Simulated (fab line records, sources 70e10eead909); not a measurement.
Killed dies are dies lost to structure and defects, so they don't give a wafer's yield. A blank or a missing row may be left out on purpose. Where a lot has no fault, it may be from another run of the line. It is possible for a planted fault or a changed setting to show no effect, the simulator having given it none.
Matching of chambers :: flow nand_harc :: 4 sister chambers for NHARC_A_CONTACT_ETCH_110 on rie_diel-05
The step etches the open film in CF4/O2, target depth 60 nm, overetch 6 nm, time 33 s. 8 wafers are shown with their chamber, then 7 later ones without.

## WAFERS PAIRED WITH THEIR CHAMBERS
wafer: L077.2
chamber: 1
drypump_motor_current_A (A): 4.8
showerhead_plenum_p_Torr (Torr): 1.31

wafer: L077.4
chamber: 0
drypump_motor_current_A (A): 4.6
showerhead_plenum_p_Torr (Torr): 1.42

wafer: L077.5
chamber: 2
drypump_motor_current_A (A): 5.9
showerhead_plenum_p_Torr (Torr): 1.34

wafer: L079.1
chamber: 1
drypump_motor_current_A (A): 4.7
showerhead_plenum_p_Torr (Torr): 1.31

wafer: L079.2
chamber: 0
drypump_motor_current_A (A): 4.7
showerhead_plenum_p_Torr (Torr): 1.41

wafer: L079.3
chamber: 3
drypump_motor_current_A (A): 5.7
showerhead_plenum_p_Torr (Torr): 1.35

wafer: L094.1
chamber: 2
drypump_motor_current_A (A): 5.9
showerhead_plenum_p_Torr (Torr): 1.33

wafer: L094.2
chamber: 3
drypump_motor_current_A (A): 5.8
showerhead_plenum_p_Torr (Torr): 1.34

## WAFERS MISSING THEIR CHAMBER
wafer: L094.6
drypump_motor_current_A (A): 4.7
showerhead_plenum_p_Torr (Torr): 1.30

wafer: L095.2
drypump_motor_current_A (A): 5.8
showerhead_plenum_p_Torr (Torr): 1.34

wafer: L095.5
drypump_motor_current_A (A): 4.7
showerhead_plenum_p_Torr (Torr): 1.30

wafer: L095.6
drypump_motor_current_A (A): 5.9
showerhead_plenum_p_Torr (Torr): 1.33

wafer: L097.3
drypump_motor_current_A (A): 5.7
showerhead_plenum_p_Torr (Torr): 1.34

wafer: L097.4
drypump_motor_current_A (A): 4.7
showerhead_plenum_p_Torr (Torr): 1.40

wafer: L097.6
drypump_motor_current_A (A): 4.6
showerhead_plenum_p_Torr (Torr): 1.40

## WHICH CHAMBER EACH WENT THROUGH
wafer: L094.6
from the rows above: 1
in truth: 1

wafer: L095.2
from the rows above: can't be placed: 3 or 2
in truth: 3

wafer: L095.5
from the rows above: 1
in truth: 1

wafer: L095.6
from the rows above: 2
in truth: 2

wafer: L097.3
from the rows above: 3
in truth: 3

wafer: L097.4
from the rows above: 0
in truth: 0

wafer: L097.6
from the rows above: 0
in truth: 0
Placed correctly: 6 of 7. Cannot be placed on the basis of these rows: 1; the candidates contain the true chamber in 1. Number placed wrongly: 0.
How it was worked out, from the rows above alone: a wafer's distance from a chamber is the root of the sum, over the readings, of the square of ((its reading less the chamber's mean) divided by the reading's scatter). If the next closest chamber is less than 2 further off than the closest, the wafer can't be placed; otherwise it belongs to the closest. The mean given for a chamber averages the wafers shown for that chamber. How the scatter is found: for the shown wafers, subtract from each reading the mean of its chamber, square and add these, divide the total by (wafers less chambers), then take the root.
